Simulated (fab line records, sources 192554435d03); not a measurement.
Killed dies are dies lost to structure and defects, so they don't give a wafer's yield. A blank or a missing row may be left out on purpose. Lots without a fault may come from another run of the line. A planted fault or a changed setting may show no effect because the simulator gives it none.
A struck lot beside a sound one | flow n5_finfet | 30 steps out of a route of 1938
Sound: wafers L746.4, L746.5, L746.6. Struck: wafer L753.4. (L753.2, L753.5 of the same lot were not struck and are left out.) The cause comes at the end.
At each step with rows: each side's tool, then ch and its chambers, then its first start. Under that, the readings that differ: sound wafers | struck wafers | difference of the means | sigmas: that difference in standard deviations of wafers without a fault.
alike: readings whose means differ by less than 2 such deviations, and words and numbers that are the same on both sides. not compared: withheld readings, readings that some wafer has no value for, bounds like >300 that may hide the same value, and numbers for which the record gives no deviation and whose values overlap.
The two part at a step that has a row with sigmas, a row that says differs or no value, or rows on one side only. Numbers that don't overlap but have no deviation are shown without sigmas and don't part them. A reading that every wafer of one side lacks parts them only if that side has two wafers or more.

first, 5 steps without rows for these wafers: N5_BEOL_M6_EBR_07; N5_BEOL_M6_SOFTBAKE_06 (time 60 s); N5_BEOL_M6_EXPOSE_08 (exposes mask M6); N5_BEOL_M6_PEB_09 (peb time 60 s); N5_BEOL_M6_DEVELOP_10 (develop time 30 s).
N5_BEOL_M6_CD_MEAS_11: target cd 38.5 nm.
  sound on cd_sem-03 ch 0, day 9 03:41; struck on cd_sem-01 ch 0, day 11 19:29
  alike: cd_nm
N5_BEOL_M6_OVL_MEAS_12:
  sound on overlay-02 ch 0, day 9 03:43; struck on overlay-02 ch 0, day 11 19:31
  alike: M6_OVL
N5_BEOL_M6_INSPECT_13: inspects for defects (brightfield).
  sound on defect_inspect-02, day 9 03:44; struck on defect_inspect-02, day 11 19:32
  alike: raw_defect_count
then, 1 step without rows for these wafers: N5_BEOL_M6_DESCUM_16 (chemistry O2, time 7.9 s).
N5_BEOL_M6_ETCH_61: etches SiARC in CF4, target depth 45.5 nm, time 75.8 s.
  sound on rie_diel-04 ch 0,1,2, day 9 04:18; struck on rie_diel-02 ch 3, day 11 19:36
  alike: drypump_motor_current_A, etch_rf_on_time_s, oes_product_au, rf_vpp_V, showerhead_plenum_p_Torr, throttle_valve_pct
  not compared: rf_hours_counter_h
N5_BEOL_M6_ETCH_62: etches SOC in N2/H2, target depth 110 nm, overetch 22 nm, time 165 s.
  sound on rie_diel-04 ch 0,1,2, day 9 04:21; struck on rie_diel-02 ch 3, day 11 19:40
  alike: drypump_motor_current_A, n2_flow_sccm, oes_product_au, rf_vpp_V, showerhead_plenum_p_Torr, throttle_valve_pct
  not compared: rf_hours_counter_h
then, 1 step without rows for these wafers: N5_BEOL_M6_STRIP_68 (strips in N2/H2).
N5_BEOL_M6_STRIP_67: strips in CF4.
  sound on rie_diel-04 ch 0,1,2, day 9 04:30; struck on rie_diel-02 ch 3, day 11 19:49
  alike: drypump_motor_current_A, oes_product_au, rf_vpp_V, showerhead_plenum_p_Torr, throttle_valve_pct
  not compared: rf_hours_counter_h
N5_BEOL_M6_HM_OPEN_17: chemistry Cl2/BCl3, target TiN, target depth 20 nm, overetch 6 nm.
  sound on rie_metal-02 ch 0,1, day 9 04:34; struck on rie_metal-01 ch 0, day 11 19:51
  alike: drypump_motor_current_A, oes_product_au, throttle_valve_pct
  not compared: rf_hours_counter_h
N5_BEOL_M6_STRIP_19: strips in O2.
  sound on rie_diel-05 ch 2,3, day 9 04:39; struck on rie_diel-04 ch 0, day 11 19:58
  reading                | sound             | struck | difference | sigmas
  throttle_valve_pct (%) | 16.92 16.93 16.52 | 16.47  | -0.32      | -2
  alike: drypump_motor_current_A, oes_product_au, rf_vpp_V, showerhead_plenum_p_Torr
  not compared: rf_hours_counter_h
N5_BEOL_M6_CD_MEAS_18: pitch 80 nm, target cd 40 nm.
  sound on cd_sem-01, day 9 04:44; struck on cd_sem-01, day 11 20:02
  alike: cd_nm
then, 9 steps without rows for these wafers: N5_BEOL_M6_COAT_63 (time 60 s, resist thk 60 nm); N5_BEOL_M6_COAT_64 (time 60 s, resist thk 12 nm); N5_BEOL_M6_COAT_71 (time 60 s, resist thk 5 nm); N5_BEOL_M6_COAT_22 (resist thk 30 nm); N5_BEOL_M6_EBR_24; N5_BEOL_M6_SOFTBAKE_23 (time 60 s); N5_BEOL_M6_EXPOSE_25 (exposes mask V5, target cd 40 nm); N5_BEOL_M6_PEB_26 (peb time 60 s); N5_BEOL_M6_DEVELOP_27 (develop time 30 s).
N5_BEOL_M6_CD_MEAS_28: target cd 40 nm.
  sound on cd_sem-02 ch 0, day 9 09:00; struck on cd_sem-02 ch 0, day 11 21:16
  alike: cd_nm
N5_BEOL_M6_OVL_MEAS_29:
  sound on overlay-01 ch 0, day 9 09:03; struck on overlay-02 ch 0, day 11 21:17
  alike: V5_OVL
N5_BEOL_M6_INSPECT_30: inspects for defects (brightfield).
  sound on defect_inspect-01, day 9 09:05; struck on defect_inspect-01, day 11 21:20
  reading          | sound       | struck | difference | sigmas
  raw_defect_count | 344 436 300 | 1340   | +980       | +9
N5_BEOL_M6_DESCUM_33: chemistry O2, time 7 s.
  sound on rie_diel-04 ch 0,1,2, day 9 09:19; struck on rie_diel-04 ch 3, day 11 21:47
  alike: drypump_motor_current_A, oes_product_au, rf_vpp_V, showerhead_plenum_p_Torr, throttle_valve_pct
  not compared: rf_hours_counter_h
-- the record jumps here: 4 days lie between the struck wafers' starts before and after (it left off in module BEOL_M6 and takes up again in module PASSIVATION, whose first step shown is number 1936 of the route) --
N5_PASSIVATION_PROBE_49:
  the record has rows for the struck wafers here (prober-02, day 15 20:04) and none for the sound ones

WHERE THEY PART
First at N5_BEOL_M6_STRIP_19; last, within this record, at N5_PASSIVATION_PROBE_49.

WHY: what the simulator had put in
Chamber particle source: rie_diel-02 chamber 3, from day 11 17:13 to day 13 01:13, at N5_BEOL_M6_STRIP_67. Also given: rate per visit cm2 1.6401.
